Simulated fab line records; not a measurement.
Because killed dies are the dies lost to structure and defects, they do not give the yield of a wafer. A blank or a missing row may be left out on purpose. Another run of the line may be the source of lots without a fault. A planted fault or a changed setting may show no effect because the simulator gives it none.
Chamber matching || flow nandHarc || NHARC_A_STAIRCASE_DEP_259 on pecvd-01: 3 sister chambers
The step deposits SiON, target thk 30 nm. 16 wafers are shown with their chamber, then 8 later ones without.

## WAFERS PAIRED WITH THEIR CHAMBERS
{"wafer": "L075.2", "chamber": 1, "showerheadVppV (V)": 1114, "heaterPowerW (W)": 625, "rfFwdPowerW (W)": 347.2}
{"wafer": "L075.3", "chamber": 2, "showerheadVppV (V)": 1109, "heaterPowerW (W)": 889, "rfFwdPowerW (W)": 347.2}
{"wafer": "L075.4", "chamber": 0, "showerheadVppV (V)": 1220, "heaterPowerW (W)": 619, "rfFwdPowerW (W)": 348.1}
{"wafer": "L076.1", "chamber": 1, "showerheadVppV (V)": 1100, "heaterPowerW (W)": 675, "rfFwdPowerW (W)": 348.5}
{"wafer": "L076.2", "chamber": 0, "showerheadVppV (V)": 1224, "heaterPowerW (W)": 741, "rfFwdPowerW (W)": 347.3}
{"wafer": "L076.6", "chamber": 0, "showerheadVppV (V)": 1229, "heaterPowerW (W)": 726, "rfFwdPowerW (W)": 346.2}
{"wafer": "L080.2", "chamber": 1, "showerheadVppV (V)": 1098, "heaterPowerW (W)": 654, "rfFwdPowerW (W)": 349.7}
{"wafer": "L080.3", "chamber": 2, "showerheadVppV (V)": 1090, "heaterPowerW (W)": 839, "rfFwdPowerW (W)": 348.4}
{"wafer": "L080.4", "chamber": 1, "showerheadVppV (V)": 1112, "heaterPowerW (W)": 642, "rfFwdPowerW (W)": 349.7}
{"wafer": "L079.1", "chamber": 2, "showerheadVppV (V)": 1083, "heaterPowerW (W)": 935, "rfFwdPowerW (W)": 350.8}
{"wafer": "L079.2", "chamber": 0, "showerheadVppV (V)": 1223, "heaterPowerW (W)": 729, "rfFwdPowerW (W)": 349.5}
{"wafer": "L079.5", "chamber": 1, "showerheadVppV (V)": 1120, "heaterPowerW (W)": 554, "rfFwdPowerW (W)": 348.7}
{"wafer": "L083.2", "chamber": 2, "showerheadVppV (V)": 1093, "heaterPowerW (W)": 949, "rfFwdPowerW (W)": 349.5}
{"wafer": "L083.3", "chamber": 1, "showerheadVppV (V)": 1137, "heaterPowerW (W)": 537, "rfFwdPowerW (W)": 347.8}
{"wafer": "L083.4", "chamber": 2, "showerheadVppV (V)": 1078, "heaterPowerW (W)": 950, "rfFwdPowerW (W)": 348.7}
{"wafer": "L084.1", "chamber": 1, "showerheadVppV (V)": 1107, "heaterPowerW (W)": 610, "rfFwdPowerW (W)": 348.5}

SIGNATURES (averages over the wafers above)
{"reading": "showerheadVppV", "chamber 0": 1224.00, "chamber 1": 1112.57, "chamber 2": 1090.60, "scatter within a chamber": 11.3}
{"reading": "heaterPowerW", "chamber 0": 703.75, "chamber 1": 613.86, "chamber 2": 912.40, "scatter within a chamber": 51.6}
{"reading": "rfFwdPowerW", "chamber 0": 347.775, "chamber 1": 348.586, "chamber 2": 348.920, "scatter within a chamber": 1.18}
Rule: a wafer's distance from a chamber is the root of the sum, over the readings, of the square of ((its reading less the chamber's mean) divided by the reading's scatter). The wafer belongs to the nearest chamber; if the next one is less than 2 further off, it can't be placed. The scatter is the square root of a quotient: the sum, over the shown wafers, of each reading's squared deviation from its chamber's mean, divided by wafers minus chambers.

## WAFERS WITH NO CHAMBER GIVEN
{"wafer": "L084.2", "showerheadVppV (V)": 1223, "heaterPowerW (W)": 711, "rfFwdPowerW (W)": 348.8}
{"wafer": "L084.4", "showerheadVppV (V)": 1081, "heaterPowerW (W)": 954, "rfFwdPowerW (W)": 348.4}
{"wafer": "L096.3", "showerheadVppV (V)": 1086, "heaterPowerW (W)": 983, "rfFwdPowerW (W)": 347.7}
{"wafer": "L096.4", "showerheadVppV (V)": 1084, "heaterPowerW (W)": 954, "rfFwdPowerW (W)": 346.8}
{"wafer": "L096.6", "showerheadVppV (V)": 1119, "heaterPowerW (W)": 590, "rfFwdPowerW (W)": 348.7}
{"wafer": "L097.2", "showerheadVppV (V)": 1087, "heaterPowerW (W)": 938, "rfFwdPowerW (W)": 347.0}
{"wafer": "L097.4", "showerheadVppV (V)": 1101, "heaterPowerW (W)": 970, "rfFwdPowerW (W)": 347.6}
{"wafer": "L097.5", "showerheadVppV (V)": 1106, "heaterPowerW (W)": 611, "rfFwdPowerW (W)": 348.4}

## WHICH CHAMBER EACH ONE RAN IN
{"wafer": "L084.2", "from the rows above": 0, "in truth": 0}
{"wafer": "L084.4", "from the rows above": 2, "in truth": 2}
{"wafer": "L096.3", "from the rows above": 2, "in truth": 2}
{"wafer": "L096.4", "from the rows above": 2, "in truth": 2}
{"wafer": "L096.6", "from the rows above": 1, "in truth": 1}
{"wafer": "L097.2", "from the rows above": 2, "in truth": 2}
{"wafer": "L097.4", "from the rows above": 2, "in truth": 2}
{"wafer": "L097.5", "from the rows above": 1, "in truth": 1}
Correct placement for 8 of the 8. Can't be placed from these rows: 0. Wrongly placed: 0.
